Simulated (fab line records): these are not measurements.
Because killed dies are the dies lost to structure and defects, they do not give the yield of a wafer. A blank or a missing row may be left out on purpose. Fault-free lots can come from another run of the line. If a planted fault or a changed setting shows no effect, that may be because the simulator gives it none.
Which of the tools did it? | flow nand_harc | 36 wafers from 12 lots sampled at 5 of the route's 1302 steps

WHAT EACH GAUGE READ, for each wafer
NHARC_HYBRID_BOND_INSPECT_06: inspects for defects (ir void).
lot  | measured     | on                | raw_defect_count
L237 | day 25 06:13 | defect_inspect-02 | 93 87 102
L240 | day 25 06:14 | defect_inspect-01 | 122 134 130
L244 | day 27 15:26 | defect_inspect-01 | 138 137 148
L253 | day 30 19:12 | defect_inspect-02 | 27 29 30
L254 | day 31 15:17 | defect_inspect-01 | 45 42 45
L255 | day 31 15:16 | defect_inspect-02 | 159 144 143
L257 | day 32 09:05 | defect_inspect-01 | 71 77 66
L256 | day 32 09:07 | defect_inspect-01 | 103 91 109
L259 | day 33 15:00 | defect_inspect-01 | 142 154 127
L258 | day 33 18:45 | defect_inspect-02 | 45 48 54

NHARC_END_SORT_01.
lot  | measured     | on        | defect_limited_yield (%) | killed_at_array | killed_at_other | killed_at_periphery | killed_dies | killed_open | killed_short | sort_bin_2_pct (%) | sort_bin_3_pct (%) | sort_bin_4_pct (%) | sort_n_pass | sort_rim_yield_pct (%) | sort_yield_pct (%)
L237 | day 26 00:04 | prober-01 | 88.8 94.5 90.1           | 67 35 62        | 0 1 1           | 9 1 4               | 76 37 67    | 1 2 4       | 2 1 0        | 4.7 3.1 4.3        | 0.6 0.3 0.9        | 5.9 2.1 4.7        | 601 640 610 | 93 84 91               | 88.8 94.5 90.1
L240 | day 26 07:50 | prober-01 | 92.5 88.0 93.2           | 40 69 39        | 0 1 2           | 11 11 5             | 51 81 46    | 4 1 2       | 3 0 1        | 3.0 3.8 2.8        | 0.7 1.3 0.7        | 3.8 6.8 3.2        | 626 596 631 | 88 97 88               | 92.5 88.0 93.2
L243 | day 28 03:37 | prober-02 | 0 0 0                    | 674 667 671     | 0 1 1           | 3 9 5               | 677 677 677 | 1 4 2       | 4 2 1        | 95.9 96.5 97.5     | 0.1 0.1 0.1        | 4.0 3.4 2.4        | 0 0 0       | 0 0 0                  | 0 0 0
L244 | day 28 10:03 | prober-01 | 85.5 88.3 90.0           | 96 74 66        | 0 0 0           | 2 5 2               | 98 79 68    | 3 4 2       | 3 4 6        | 4.3 4.0 3.5        | 0.7 0.9 1.0        | 9.5 6.8 5.5        | 579 598 609 | 90 90 87               | 85.5 88.3 90.0
L246 | day 28 19:38 | prober-02 | 0 0 0                    | 671 673 675     | 1 1 1           | 5 3 1               | 677 677 677 | 5 3 1       | 5 5 2        | 93.6 93.5 93.5     | 0.9 0.1 0.6        | 5.5 6.4 5.9        | 0 0 0       | 0 0 0                  | 0 0 0
L253 | day 31 13:26 | prober-02 | 95.1 95.4 95.9           | 26 30 23        | 5 0 5           | 2 1 0               | 33 31 28    | 4 2 1       | 3 7 3        | 2.1 1.5 2.1        | 0 0 0.1            | 2.8 3.1 1.9        | 644 646 649 | 93 95 91               | 95.1 95.4 95.9
L254 | day 32 19:56 | prober-01 | 94.1 95.0 94.4           | 37 29 35        | 0 0 1           | 3 5 2               | 40 34 38    | 4 3 3       | 1 3 5        | 2.5 1.5 1.0        | 0 0.1 0.1          | 3.4 3.4 4.4        | 637 643 639 | 96 85 91               | 94.1 95.0 94.4
L255 | day 32 08:52 | prober-01 | 86.0 89.4 89.1           | 89 71 70        | 1 0 0           | 5 1 4               | 95 72 74    | 1 4 3       | 0 2 1        | 4.7 4.1 3.1        | 0.7 0.6 0.9        | 8.6 5.9 6.9        | 582 605 603 | 86 81 83               | 86.0 89.4 89.1
L257 | day 33 02:50 | prober-02 | 91.9 92.3 92.5           | 51 46 45        | 3 2 3           | 1 4 3               | 55 52 51    | 2 5 2       | 2 4 3        | 3.2 2.2 3.0        | 0.4 0.9 0.1        | 4.4 4.6 4.4        | 622 625 626 | 96 89 93               | 91.9 92.3 92.5
L256 | day 33 02:47 | prober-01 | 92.0 89.4 90.5           | 50 65 60        | 0 1 0           | 4 6 4               | 54 72 64    | 0 2 3       | 1 3 1        | 2.2 3.0 3.1        | 1.3 0.9 0.6        | 4.4 6.8 5.8        | 623 605 613 | 86 92 84               | 92.0 89.4 90.5
L259 | day 34 09:50 | prober-02 | 88.6 86.1 88.5           | 72 90 72        | 0 1 2           | 5 3 4               | 77 94 78    | 1 2 4       | 2 4 4        | 4.3 5.3 4.6        | 1.6 0.9 0.3        | 5.5 7.7 6.6        | 600 583 599 | 90 89 89               | 88.6 86.1 88.5
L258 | day 34 13:45 | prober-01 | 94.7 92.0 93.4           | 35 44 39        | 0 0 0           | 1 10 6              | 36 54 45    | 2 4 3       | 4 6 2        | 2.5 2.1 2.7        | 0 0 0.1            | 2.8 5.9 3.8        | 641 623 632 | 90 97 92               | 94.7 92.0 93.4

TOOL THAT RAN EACH LOT (tool first, then ch and the chambers of the sampled wafers, then the start)
lot  | NHARC_A_BONDPAD_PVD_27       | NHARC_A_BONDPAD_ANNEAL_28        | NHARC_THIN_TSV_CMP_21
L237 | pvd_sputter-03, day 23 23:14 | rtp_anneal-02 ch 0, day 23 23:44 | cmp-03 ch 0,2,3, day 25 13:16
L240 | pvd_sputter-02, day 24 20:13 | rtp_anneal-01 ch 0, day 24 20:43 | cmp-03 ch 0,1,3, day 25 17:16
L243 | pvd_sputter-02, day 26 22:52 | rtp_anneal-02 ch 0, day 26 23:23 | -
L244 | pvd_sputter-01, day 27 04:31 | rtp_anneal-01 ch 0, day 27 05:05 | cmp-02 ch 0,2,3, day 27 22:34
L246 | pvd_sputter-02, day 27 13:46 | rtp_anneal-02 ch 0, day 27 14:17 | -
L253 | pvd_sputter-02, day 30 07:38 | rtp_anneal-02 ch 0, day 30 08:10 | cmp-01 ch 0,2,3, day 31 02:39
L254 | pvd_sputter-02, day 31 02:34 | rtp_anneal-01 ch 0, day 31 03:11 | cmp-01 ch 0,1,3, day 32 07:37
L255 | pvd_sputter-03, day 31 02:59 | rtp_anneal-02 ch 0, day 31 03:32 | cmp-03 ch 0,1,3, day 31 22:17
L257 | pvd_sputter-02, day 31 17:00 | rtp_anneal-01 ch 0, day 31 17:30 | cmp-02 ch 0,2,3, day 32 16:09
L256 | pvd_sputter-02, day 31 18:19 | rtp_anneal-01 ch 0, day 31 18:51 | cmp-03 ch 1,2,3, day 32 17:26
L259 | pvd_sputter-03, day 33 03:56 | rtp_anneal-02 ch 0, day 33 04:31 | cmp-03 ch 1,2, day 33 22:08
L258 | pvd_sputter-03, day 33 07:29 | rtp_anneal-02 ch 0, day 33 08:02 | cmp-01 ch 0,3, day 34 02:01
- NHARC_A_BONDPAD_PVD_27: deposits Cu, target thk 30 nm, time 20.49 s.
- NHARC_A_BONDPAD_ANNEAL_28: time 90 s.
- NHARC_THIN_TSV_CMP_21: polishes, t overpolish 30 s, target thk 2000 nm.

WHAT THE TOOLS THEMSELVES READ (means of the sampled wafers that have a number; where no wafer has one, the mark that the record gives instead)
NHARC_A_BONDPAD_PVD_27.
lot  | tool           | substrate_temp_c (C) | throttle_valve_pct (%)
L237 | pvd_sputter-03 | 30.06                | 29.7
L240 | pvd_sputter-02 | 29.97                | 29.2
L243 | pvd_sputter-02 | 30.08                | 28.7
L244 | pvd_sputter-01 | 30.02                | 30.6
L246 | pvd_sputter-02 | 30.05                | 29.8
L253 | pvd_sputter-02 | 29.91                | 29.3
L254 | pvd_sputter-02 | 30.02                | 29.3
L255 | pvd_sputter-03 | 29.87                | 29.2
L257 | pvd_sputter-02 | 30.04                | 30.0
L256 | pvd_sputter-02 | 29.93                | 29.3
L259 | pvd_sputter-03 | 29.99                | 28.6
L258 | pvd_sputter-03 | 29.97                | 28.2

NHARC_A_BONDPAD_ANNEAL_28.
lot  | tool          | anneal_temp_c (C) | wafer_temp_C_max
L237 | rtp_anneal-02 | 225.19            | 225.86
L240 | rtp_anneal-01 | 225.14            | 225.85
L243 | rtp_anneal-02 | 225.01            | 225.75
L244 | rtp_anneal-01 | 224.96            | 226.18
L246 | rtp_anneal-02 | 225.23            | 225.57
L253 | rtp_anneal-02 | 225.03            | 225.94
L254 | rtp_anneal-01 | 224.97            | 225.92
L255 | rtp_anneal-02 | 224.94            | 225.86
L257 | rtp_anneal-01 | 225.31            | 225.92
L256 | rtp_anneal-01 | 225.01            | 225.85
L259 | rtp_anneal-02 | 225.15            | 226.01
L258 | rtp_anneal-02 | 225.16            | 226.16

NHARC_THIN_TSV_CMP_21.
lot  | tool   | motor_current_A (A) | overpolish_run_s (s)
L237 | cmp-03 | 11.3                | 29.998
L240 | cmp-03 | 11.0                | 30.007
L244 | cmp-02 | 11.9                | 29.997
L253 | cmp-01 | 10.6                | 30.003
L254 | cmp-01 | 10.9                | 30.002
L255 | cmp-03 | 10.9                | 29.997
L257 | cmp-02 | 12.0                | 29.994
L256 | cmp-03 | 10.7                | 30.003
L259 | cmp-03 | 9.9                 | 29.988
L258 | cmp-01 | 10.6                | 30.003

THE ANSWER, worked out from the rows above alone
Rule: the lots themselves supply what counts as usual. The widest of any qualifying gaps counts: lots, ordered by their means at a reading, are off when they make up no more than a third of the lots, leave a main group of 4 or more, and stand apart from it by 3 or more times the standard deviation of that group's means. Not used: any main group whose means are identical at the precision the tables above print for the reading. Also off: a lot with no number at a reading for which 4 or more lots have one. Where the step has rows for the other lots, those lots are counted as sound. Order of review: gauges by route order, followed by the tools' own readings, for which a lot's mean as printed above is used. At the first step where some lot is off, the reading lying furthest off is the one used; lots without a number count as furthest.
Off at NHARC_END_SORT_01 (sort_bin_2_pct): L243, L246. The main group: mean 3.1 %, standard deviation 0.95.
If a tool, at a process step before that reading, ran all the lots that are off and no sound lot after the first of them, it fits. The gauges at NHARC_END_SORT_01 are tried like those tools. None of those tried fits.

WHAT THE SIMULATOR HAD PUT IN
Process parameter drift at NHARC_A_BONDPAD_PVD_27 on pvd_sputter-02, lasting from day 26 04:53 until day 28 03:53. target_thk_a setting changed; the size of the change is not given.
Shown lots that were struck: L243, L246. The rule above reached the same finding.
